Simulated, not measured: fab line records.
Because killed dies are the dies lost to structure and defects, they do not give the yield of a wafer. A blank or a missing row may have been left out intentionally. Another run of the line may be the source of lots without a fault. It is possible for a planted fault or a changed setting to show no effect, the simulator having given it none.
Split-lot experiment -- flow n5 finfet -- on a route of 1938 steps: 7 lots, 21 wafers read

SPLIT DETAILS
At N5_BEOL_M10_VIA_ETCH_34 (etches SiCOH lowk in C4F6/O2, target depth 184.5 nm, time 69.2 s), the setting bias w was moved away from the recipe's 185 W on 8 of the 21 wafers read, by -17.4% to +14.2%. For the rest of the wafers, this setting stayed at what the recipe calls for.

The split's own step is where the reading is taken.

THE READING
rf vpp V, in V, at N5_BEOL_M10_VIA_ETCH_34 (etches SiCOH lowk in C4F6/O2, target depth 184.5 nm, time 69.2 s). Typical for fault-free wafers on this fab line: 675 V, with standard deviation 13 V.

wafer,"tool, chamber at the split","bias w as run, W",against the recipe,"rf vpp V, V",against lot-mates on the recipe
L074.1,"rie diel-01, 1",158,-14.6%,582,-103
L074.2,"rie diel-01, 0",158,-14.6%,592,-93
L074.4,"rie diel-01, 3",185,recipe,685,-
L075.2,"rie diel-01, 0",185,recipe,671,-
L075.4,"rie diel-01, 3",185,recipe,683,-
L075.6,"rie diel-01, 2",185,recipe,688,-
L082.2,"rie diel-03, 3",185,recipe,689,-
L082.3,"rie diel-03, 1",185,recipe,685,-
L082.4,"rie diel-03, 2",185,recipe,685,-
L085.2,"rie diel-05, 0",185,recipe,652,-
L085.4,"rie diel-05, 2",211.2,+14.2%,756,+103
L085.5,"rie diel-05, 1",185,recipe,654,-
L088.2,"rie diel-03, 3",185,recipe,689,-
L088.4,"rie diel-03, 0",185,recipe,682,-
L088.6,"rie diel-03, 0",185,recipe,682,-
L091.1,"rie diel-03, 1",206.8,+11.8%,747,no lot-mate on the recipe
L091.2,"rie diel-03, 0",206.8,+11.8%,744,no lot-mate on the recipe
L091.6,"rie diel-03, 1",206.8,+11.8%,748,no lot-mate on the recipe
L097.2,"rie diel-05, 2",152.9,-17.4%,585,-70
L097.4,"rie diel-05, 1",185,recipe,655,-
L097.5,"rie diel-05, 0",152.9,-17.4%,559,-96

THE FIT
A straight line over all 21 wafers: rf vpp V changes by +5.97 V for each +1% of bias w; r = +0.98; the points scatter about the line by 12 V.
The same after taking each lot's own level away (the mean of its wafers on the recipe; 18 wafers): +5.94 V for each +1%; r = +0.98; scatter 11 V.
That fit puts the effect of the largest move of bias w on the reading at 1e+02 V.
Across the lots, their own levels run from 653.0 to 686.3 V, a range of 2.6 times the standard deviation given above.
Hence the lot-to-lot level has little effect on the slope; both slopes agree.
Check: for one of the wafers moved furthest among these (-17.4%), held out of the fit, the line's prediction against its lot-mates is -111 V. It came out at -70 V against them.
Tool readings at the split's step, against how far the setting was moved: rf vpp V r = +0.98.

FURTHER SPLITS ON THESE WAFERS
Before the reading, these wafers also passed through other splits. Each is held against what the fit with the lots' levels taken away leaves over:
other split on the same wafers,wafers away from the commonest value,r with rf vpp V (lot level and that fit taken away)
N5_BEOL_M7_COAT_63 spin rpm,10,+0.08
N5_BEOL_M8_DESCUM_16 time s,6,+0.03
N5_BEOL_M8_ETCH_61 bias w,8,-0.39
N5_BEOL_M9_ETCH_61 source w,5,-0.08
N5_BEOL_M9_COAT_22 spin rpm,8,-0.05
N5_BEOL_M9_DEP_56 time s,7,-0.43
N5_BEOL_M10_ETCH_66 time s,9,+0.29

FILE'S OWN FIT
rf vpp V changes by +6.06 V for each +1% of bias w, r = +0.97.
